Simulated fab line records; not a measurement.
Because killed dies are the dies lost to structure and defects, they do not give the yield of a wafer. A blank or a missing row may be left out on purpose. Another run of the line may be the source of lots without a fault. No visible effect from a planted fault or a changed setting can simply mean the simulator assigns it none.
Lot-split experiment + flow n5Finfet + route with 1938 steps; 7 lots, 21 wafers read

== THE SPLIT ==
At N5_BEOL_M4_DESCUM_16 (chemistry O2, time 7 s), the setting timeS was moved away from the recipe's 7 s on 7 of the 21 wafers read, by -20.5% to +13.2%. This setting was run at the recipe's value on the other wafers.

== FROM THE SPLIT ON TO THE READING: in between, the file shows 1 step ==
- N5_BEOL_M4_ETCH_74: etches underlayer in N2/H2, target depth 6.5 nm, time 5.2 s

== THE READING ==
CAR-EUV_of_BEOL_M4_COAT_05.thkNm (the simulator's own value, which no gauge read), in nm, at N5_BEOL_M4_ETCH_63 (etches SiARC in CF4, target depth 15.6 nm, time 26 s). There is no usual value for it anywhere in the file. Average 11.1 nm, standard deviation 0.099 nm, over the 14 wafers here run with the recipe.

| wafer  | tool, chamber at the split | timeS as run, s | against the recipe | CAR-EUV_of_BEOL_M4_COAT_05.thkNm, nm | against lot-mates on the recipe |
|--------|----------------------------|-----------------|--------------------|--------------------------------------|---------------------------------|
| L075.1 | rieDiel-01, 0,2            | 7               | recipe             | 11                                   | -                               |
| L075.2 | rieDiel-01, 0,2            | 7               | recipe             | 11                                   | -                               |
| L075.5 | rieDiel-01, 2              | 5.563           | -20.5%             | 11.8                                 | +0.8                            |
| L081.1 | rieDiel-01, 2              | 7.925           | +13.2%             | 10.6                                 | -0.4                            |
| L081.2 | rieDiel-01, 0              | 7.925           | +13.2%             | 10.6                                 | -0.4                            |
| L081.5 | rieDiel-01, 1              | 7               | recipe             | 11                                   | -                               |
| L084.1 | rieDiel-01, 1              | 7               | recipe             | 11                                   | -                               |
| L084.3 | rieDiel-01, 0              | 7               | recipe             | 11                                   | -                               |
| L084.6 | rieDiel-01, 0              | 7               | recipe             | 11                                   | -                               |
| L089.3 | rieDiel-01, 1              | 7               | recipe             | 11.2                                 | -                               |
| L089.5 | rieDiel-01, 1              | 7.649           | +9.3%              | 10.8                                 | -0.3                            |
| L089.6 | rieDiel-01, 0              | 7               | recipe             | 11                                   | -                               |
| L092.3 | rieDiel-03, 1              | 7               | recipe             | 11.2                                 | -                               |
| L092.5 | rieDiel-03, 1              | 7               | recipe             | 11.2                                 | -                               |
| L092.4 | rieDiel-03, 0              | 6.578           | -6.0%              | 11.4                                 | +0.2                            |
| L094.1 | rieDiel-01, 0              | 7               | recipe             | 11                                   | -                               |
| L094.3 | rieDiel-01, 1              | 7.465           | +6.6%              | 11                                   | -0.1                            |
| L094.6 | rieDiel-01, 0              | 7               | recipe             | 11.2                                 | -                               |
| L096.1 | rieDiel-04, 2              | 7               | recipe             | 11.2                                 | -                               |
| L096.3 | rieDiel-04, 3              | 7               | recipe             | 11.2                                 | -                               |
| L096.6 | rieDiel-04, 1              | 6.438           | -8.0%              | 11.6                                 | +0.4                            |
When a row names more than one chamber, that row covers several wafers, and the file does not tell which wafer ran in which chamber.

THE FIT
A straight line over all 21 wafers: CAR-EUV_of_BEOL_M4_COAT_05.thkNm changes by -0.0369 nm for each +1% of timeS; r = -0.93; the points scatter about the line by 0.11 nm.
The same after taking each lot's own level away (the mean of its wafers on the recipe; 21 wafers): -0.035 nm for each +1%; r = -0.97; scatter 0.063 nm.
The reading moves by 0.72 nm for the largest change in timeS, on that fit.
From 11.00 to 11.20 nm: that is the span of the lots' own levels, equal to 2.0 times the standard deviation above.
The two slopes are in agreement: the lot-to-lot level therefore moves the slope only a little.
Check: for one of the wafers moved furthest among these (-20.5%), held out of the fit, the line's prediction against its lot-mates is +0.684 nm. Against them it came out at +0.8 nm.

== OTHER SPLITS ON THESE WAFERS ==
Note: prior to the reading, these wafers also went through further splits. Each is held against what the fit with the lots' levels taken away leaves over:
| other split on the same wafers           | wafers away from the commonest value | r with CAR-EUV_of_BEOL_M4_COAT_05.thkNm (lot level and that fit taken away) |
|------------------------------------------|--------------------------------------|-----------------------------------------------------------------------------|
| N5_MOL_CONTACT_COAG_ALD_27 timeS         | 5                                    | +0.08                                                                       |
| N5_BEOL_M0_SAQP_SPACER1_ALD_98 aldCycles | 8                                    | +0.05                                                                       |
| N5_BEOL_M0_ETCH_128 sourceW              | 5                                    | +0.09                                                                       |
| N5_BEOL_M2_ALD_98 aldCycles              | 8                                    | +0.15                                                                       |
| N5_BEOL_M3_COAT_62 spinRpm               | 7                                    | -0.42                                                                       |
| N5_BEOL_M3_COAT_05 spinRpm               | 10                                   | +0.03                                                                       |

== THE WHOLE CHAIN: every reading that the file lists as answering this split, in the file's order ==
| step                 | what it does                                                | reading                                                                           | change (the file's fit)                | r (the file's) |
|----------------------|-------------------------------------------------------------|-----------------------------------------------------------------------------------|----------------------------------------|----------------|
| N5_BEOL_M4_DESCUM_16 | chemistry O2, time 7 s                                      | CAR-EUV_of_BEOL_M4_COAT_05.thkNm (the simulator's own value, which no gauge read) | -0.0402 nm for each +1% of the setting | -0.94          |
| N5_BEOL_M4_ETCH_74   | etches underlayer in N2/H2, target depth 6.5 nm, time 5.2 s | CAR-EUV_of_BEOL_M4_COAT_05.thkNm (the simulator's own value, which no gauge read) | -0.0349 nm for each +1% of the setting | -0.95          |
| N5_BEOL_M4_ETCH_63   | etches SiARC in CF4, target depth 15.6 nm, time 26 s        | CAR-EUV_of_BEOL_M4_COAT_05.thkNm (the simulator's own value, which no gauge read) | -0.0358 nm for each +1% of the setting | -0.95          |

== THE FILE'S OWN FIT ==
CAR-EUV_of_BEOL_M4_COAT_05.thkNm changes by -0.0358 nm for each +1% of timeS, r = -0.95.
